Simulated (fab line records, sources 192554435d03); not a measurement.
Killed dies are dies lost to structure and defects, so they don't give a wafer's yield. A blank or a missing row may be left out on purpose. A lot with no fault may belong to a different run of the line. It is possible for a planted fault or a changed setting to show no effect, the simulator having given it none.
Which tool did it?	flow n5-finfet	Sampling: 10 lots, 30 wafers, 3 of 1938 route steps

## WHAT THE GAUGES READ, wafer by wafer
N5_BEOL_M8_CD_MEAS_35: the cd target is 40 nm. Usual: cd-nm 40.0 nm, standard deviation 0.51.
lot	measured	on	cd-nm (nm)	flag
L881	day 11 02:47	cd-sem-03	40.7 40.3 39.9	
L880	day 12 08:04	cd-sem-02	39.1 39.4 39.8	
L882	day 12 11:14	cd-sem-02	39.9 39.6 39.8	
L883	day 12 23:35	cd-sem-03	39.2 39.3 39.9	
L891	day 14 14:00	cd-sem-01	40.8 40.0 40.1	
L896	day 15 22:02	cd-sem-03	40.3 40.6 40.2	
L899	day 15 22:14	cd-sem-03	40.0 39.3 40.1	
L898	day 16 04:29	cd-sem-03	40.0 39.5 39.3	
L897	day 16 23:48	cd-sem-02	40.1 40.5 39.6	
L903	day 17 15:56	cd-sem-01	41.1 41.0 39.7	

## WHICH TOOL RAN EACH LOT (tool, then ch and the chambers of the sampled wafers, then the start)
lot	N5_BEOL_M8_ETCH_66	N5_BEOL_M8_ETCH_41
L881	rie-diel-04 ch 0,1,2, day 11 02:17	rie-diel-04 ch 0,1,2, day 11 02:47 or earlier
L880	rie-diel-03 ch 1,2,3, day 12 07:28	rie-diel-03 ch 1,2,3, day 12 08:04 or earlier
L882	rie-diel-03 ch 1,2,3, day 12 10:44	rie-diel-03 ch 1,2,3, day 12 11:14 or earlier
L883	rie-diel-01 ch 0,1,2, day 12 23:05	rie-diel-01 ch 0,1,2, day 12 23:35 or earlier
L891	rie-diel-04 ch 0,1,2, day 14 13:32	rie-diel-04 ch 0,1,2, day 14 14:00 or earlier
L896	rie-diel-03 ch 1,2,3, day 15 21:32	rie-diel-03 ch 1,2,3, day 15 22:02 or earlier
L899	rie-diel-04 ch 0,1,3, day 15 21:44	rie-diel-04 ch 0,1,3, day 15 22:14 or earlier
L898	rie-diel-04 ch 0,1,2, day 16 03:59	rie-diel-04 ch 0,1,2, day 16 04:29 or earlier
L897	rie-diel-03 ch 0,1, day 16 23:18	rie-diel-03 ch 0,1, day 16 23:48 or earlier
L903	rie-diel-04 ch 0,1,2, day 17 15:25	rie-diel-04 ch 0,1,2, day 17 15:56 or earlier
- N5_BEOL_M8_ETCH_66: etches SOC in N2/H2, target depth 80 nm, overetch 16 nm, time 120 s.
- N5_BEOL_M8_ETCH_41: etches SiCN in CH3F/O2, target depth 31.9 nm, time 57.8 s.

## AS READ BY THE TOOLS THEMSELVES (means over the sampled wafers that have a number; for cases with no such wafer, the mark the record gives instead)
N5_BEOL_M8_ETCH_66. Usual: chamber-pressure-mTorr 30.00 mTorr (standard deviation 0.032); drypump-motor-current-A 5.8 A (standard deviation 0.54); oes-product-au 0.62 a.u. (standard deviation 0.074); rf-vpp-V 524.4 V (standard deviation 2.5); showerhead-plenum-p-Torr 2.57 Torr (standard deviation 0.088); temp-c 40.00 C (standard deviation 0.12); throttle-valve-pct 17.80 % (standard deviation 0.26).
lot	tool	chamber-pressure-mTorr (mTorr)	drypump-motor-current-A (A)	oes-product-au (a.u.)	rf-vpp-V (V)	showerhead-plenum-p-Torr (Torr)	temp-c (C)	throttle-valve-pct (%)	flag
L881	rie-diel-04	30.02	5.8	0.54	522.1	2.46	39.91	18.14	
L880	rie-diel-03	30.01	5.9	0.64	524.0	2.60	40.00	17.68	
L882	rie-diel-03	30.01	5.9	0.64	525.9	2.60	40.02	17.67	
L883	rie-diel-01	30.01	5.9	0.65	522.7	2.51	39.89	17.74	
L891	rie-diel-04	30.01	5.7	0.60	523.7	2.55	39.98	18.04	
L896	rie-diel-03	29.99	5.9	0.61	524.8	2.59	40.07	17.74	
L899	rie-diel-04	30.01	6.0	0.67	526.3	2.62	39.92	17.81	
L898	rie-diel-04	29.98	5.7	0.66	527.4	2.65	40.16	17.92	
L897	rie-diel-03	29.98	5.0	0.57	524.7	2.61	40.09	17.78	
L903	rie-diel-04	30.00	5.8	0.64	526.9	2.64	40.07	17.94	

N5_BEOL_M8_ETCH_41. Usual: chamber-pressure-mTorr 30.000 mTorr, standard deviation 0.028; drypump-motor-current-A 5.8 A, standard deviation 0.54; oes-product-au 0.82 a.u., standard deviation 0.1; rf-vpp-V 297.7 V, standard deviation 1.6; showerhead-plenum-p-Torr 2.02 Torr, standard deviation 0.067; throttle-valve-pct 16.31 %, standard deviation 0.24.
lot	tool	chamber-pressure-mTorr (mTorr)	drypump-motor-current-A (A)	oes-product-au (a.u.)	rf-vpp-V (V)	showerhead-plenum-p-Torr (Torr)	throttle-valve-pct (%)	flag
L881	rie-diel-04	29.996	5.8	0.72	296.0	1.93	16.65	
L880	rie-diel-03	30.013	5.9	0.85	297.5	2.04	16.19	
L882	rie-diel-03	29.999	5.9	0.83	297.9	2.04	16.19	
L883	rie-diel-01	30.017	5.9	0.85	297.2	1.98	16.23	
L891	rie-diel-04	30.005	5.8	0.80	297.0	2.01	16.53	
L896	rie-diel-03	29.977	5.9	0.79	299.2	2.03	16.25	
L899	rie-diel-04	29.989	6.0	0.88	298.0	2.06	16.28	
L898	rie-diel-04	30.017	5.8	0.87	298.9	2.08	16.40	
L897	rie-diel-03	30.004	5.0	0.75	299.1	2.05	16.32	
L903	rie-diel-04	30.015	5.8	0.85	299.3	2.08	16.43	

## THE ANSWER, worked out from the rows above alone
Rule: a lot is off if the mean of its wafers that have a number lies more than 3 standard deviations from the usual mean. Also off: a lot with no number at a reading for which 4 or more lots have one. Where the step has rows for the other lots, those lots are counted as sound. First the gauges in route order, then the tools' own readings, where a lot's mean is used as printed above. The first step at which some lot is off is used, and at that step the reading that is off furthest; a lot without a number counts as furthest.
Nothing can be told from this: no lot is off at any reading shown.

## WHAT THE SIMULATOR HAD INSERTED
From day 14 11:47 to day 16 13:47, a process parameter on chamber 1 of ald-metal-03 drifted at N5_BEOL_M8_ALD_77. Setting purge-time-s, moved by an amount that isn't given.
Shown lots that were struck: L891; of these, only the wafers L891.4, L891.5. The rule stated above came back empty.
